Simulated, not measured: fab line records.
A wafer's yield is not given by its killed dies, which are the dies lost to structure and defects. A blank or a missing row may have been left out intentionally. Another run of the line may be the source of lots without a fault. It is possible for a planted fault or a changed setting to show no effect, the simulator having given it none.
Lot-split experiment / flow n5 finfet / route with 1938 steps; 7 lots, 21 wafers read

== THE SPLIT ITSELF ==
At N5_BEOL_M14_COAT_58 (time 60 s, resist thk 89 nm), the setting spin rpm was moved away from the recipe's 1500 rpm on 8 of the 21 wafers read, by -8.9% to +9.3%. This setting was run at the recipe's value on the other wafers.

== FROM THE SPLIT TO THE READING: what the file shows between them, 3 steps ==
- N5_BEOL_M14_COAT_04: resist thk 800 nm
- N5_BEOL_M14_EBR_06
- N5_BEOL_M14_DESCUM_15: chemistry O2, time 7.9 s

== THE READING ==
etch.depth nm (the simulator's own value, which no gauge read), in nm, at N5_BEOL_M14_ETCH_59 (etches BARC in N2/H2, target depth 89 nm, overetch 26.7 nm, time 67.9 s). No usual value for it is given in the file. Here, 13 wafers ran the recipe; their average is 89.01 nm with a standard deviation of 0.27 nm.

wafer=L074.1; tool, chamber at the split=litho track-03, 0; spin rpm as run, rpm=1500; against the recipe=recipe; etch.depth nm, nm=88.84; against lot-mates on the recipe=-
wafer=L074.3; tool, chamber at the split=litho track-03, 0; spin rpm as run, rpm=1583; against the recipe=+5.5%; etch.depth nm, nm=86.36; against lot-mates on the recipe=-2.48
wafer=L074.5; tool, chamber at the split=litho track-03, 0; spin rpm as run, rpm=1583; against the recipe=+5.5%; etch.depth nm, nm=86.22; against lot-mates on the recipe=-2.62
wafer=L075.3; tool, chamber at the split=litho track-05, 0; spin rpm as run, rpm=1500; against the recipe=recipe; etch.depth nm, nm=88.85; against lot-mates on the recipe=-
wafer=L075.4; tool, chamber at the split=litho track-05, 0; spin rpm as run, rpm=1500; against the recipe=recipe; etch.depth nm, nm=88.78; against lot-mates on the recipe=-
wafer=L075.5; tool, chamber at the split=litho track-05, 0; spin rpm as run, rpm=1500; against the recipe=recipe; etch.depth nm, nm=88.78; against lot-mates on the recipe=-
wafer=L079.2; tool, chamber at the split=litho track-05, 0; spin rpm as run, rpm=1500; against the recipe=recipe; etch.depth nm, nm=88.8; against lot-mates on the recipe=-
wafer=L079.4; tool, chamber at the split=litho track-05, 0; spin rpm as run, rpm=1640; against the recipe=+9.3%; etch.depth nm, nm=84.92; against lot-mates on the recipe=-3.88
wafer=L079.6; tool, chamber at the split=litho track-05, 0; spin rpm as run, rpm=1640; against the recipe=+9.3%; etch.depth nm, nm=85.12; against lot-mates on the recipe=-3.68
wafer=L082.2; tool, chamber at the split=litho track-05, 0; spin rpm as run, rpm=1500; against the recipe=recipe; etch.depth nm, nm=88.8; against lot-mates on the recipe=-
wafer=L082.5; tool, chamber at the split=litho track-05, 0; spin rpm as run, rpm=1500; against the recipe=recipe; etch.depth nm, nm=89.03; against lot-mates on the recipe=-
wafer=L082.6; tool, chamber at the split=litho track-05, 0; spin rpm as run, rpm=1500; against the recipe=recipe; etch.depth nm, nm=88.96; against lot-mates on the recipe=-
wafer=L086.2; tool, chamber at the split=litho track-05, 0; spin rpm as run, rpm=1419; against the recipe=-5.4%; etch.depth nm, nm=91.73; against lot-mates on the recipe=+2.76
wafer=L086.4; tool, chamber at the split=litho track-05, 0; spin rpm as run, rpm=1500; against the recipe=recipe; etch.depth nm, nm=88.85; against lot-mates on the recipe=-
wafer=L086.6; tool, chamber at the split=litho track-05, 0; spin rpm as run, rpm=1500; against the recipe=recipe; etch.depth nm, nm=89.1; against lot-mates on the recipe=-
wafer=L091.1; tool, chamber at the split=litho track-03, 0; spin rpm as run, rpm=1632; against the recipe=+8.8%; etch.depth nm, nm=85.43; against lot-mates on the recipe=-3.76
wafer=L091.3; tool, chamber at the split=litho track-03, 0; spin rpm as run, rpm=1500; against the recipe=recipe; etch.depth nm, nm=89.19; against lot-mates on the recipe=-
wafer=L091.4; tool, chamber at the split=litho track-03, 0; spin rpm as run, rpm=1632; against the recipe=+8.8%; etch.depth nm, nm=85.46; against lot-mates on the recipe=-3.73
wafer=L092.2; tool, chamber at the split=litho track-02, 0; spin rpm as run, rpm=1366; against the recipe=-8.9%; etch.depth nm, nm=93.47; against lot-mates on the recipe=+3.90
wafer=L092.3; tool, chamber at the split=litho track-02, 0; spin rpm as run, rpm=1500; against the recipe=recipe; etch.depth nm, nm=89.7; against lot-mates on the recipe=-
wafer=L092.6; tool, chamber at the split=litho track-02, 0; spin rpm as run, rpm=1500; against the recipe=recipe; etch.depth nm, nm=89.44; against lot-mates on the recipe=-

FIT RESULTS
A straight line over all 21 wafers: etch.depth nm changes by -0.449 nm for each +1% of spin rpm; r = -0.99; the points scatter about the line by 0.3 nm.
The same after taking each lot's own level away (the mean of its wafers on the recipe; 21 wafers): -0.432 nm for each +1%; r = -1.00; scatter 0.16 nm.
That fit puts the effect of the largest move of spin rpm on the reading at 4 nm.
Across the lots, their own levels run from 88.800 to 89.570 nm, a range of 2.8 times the standard deviation given above.
The two slopes agree, so the slope changes little with the lot-to-lot level.
Check: for one of the wafers moved furthest among these (+9.3%), held out of the fit, the line's prediction against its lot-mates is -4.02 nm. It came out at -3.88 nm against them.

== FURTHER SPLITS ON THESE WAFERS ==
These wafers also went through other splits before the reading. Each is held against what the fit with the lots' levels taken away leaves over:
other split on the same wafers=N5_BEOL_M8_COAT_22 spin rpm; wafers away from the commonest value=5; r with etch.depth nm (lot level and that fit taken away)=+0.12
other split on the same wafers=N5_BEOL_M9_VIA_ETCH_34 source w; wafers away from the commonest value=5; r with etch.depth nm (lot level and that fit taken away)=-0.25
other split on the same wafers=N5_BEOL_M10_EXPOSE_08 dose mj; wafers away from the commonest value=8; r with etch.depth nm (lot level and that fit taken away)=-0.32
other split on the same wafers=N5_BEOL_M11_EXPOSE_25 dose mj; wafers away from the commonest value=5; r with etch.depth nm (lot level and that fit taken away)=-0.05

== THE WHOLE CHAIN: every reading that the file lists as answering this split, in the file's order ==
step=N5_BEOL_M14_COAT_58; what it does=time 60 s, resist thk 89 nm; reading=BARC_of_BEOL_M14_COAT_58.thk nm (the simulator's own value, which no gauge read); change (the file's fit)=-0.43 nm for each +1% of the setting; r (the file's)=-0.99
step=N5_BEOL_M14_ETCH_59; what it does=etches BARC in N2/H2, target depth 89 nm, overetch 26.7 nm, time 67.9 s; reading=etch.depth nm (the simulator's own value, which no gauge read); change (the file's fit)=-0.434 nm for each +1% of the setting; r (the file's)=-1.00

== FILE'S OWN FIT ==
etch.depth nm changes by -0.434 nm for each +1% of spin rpm, r = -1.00.
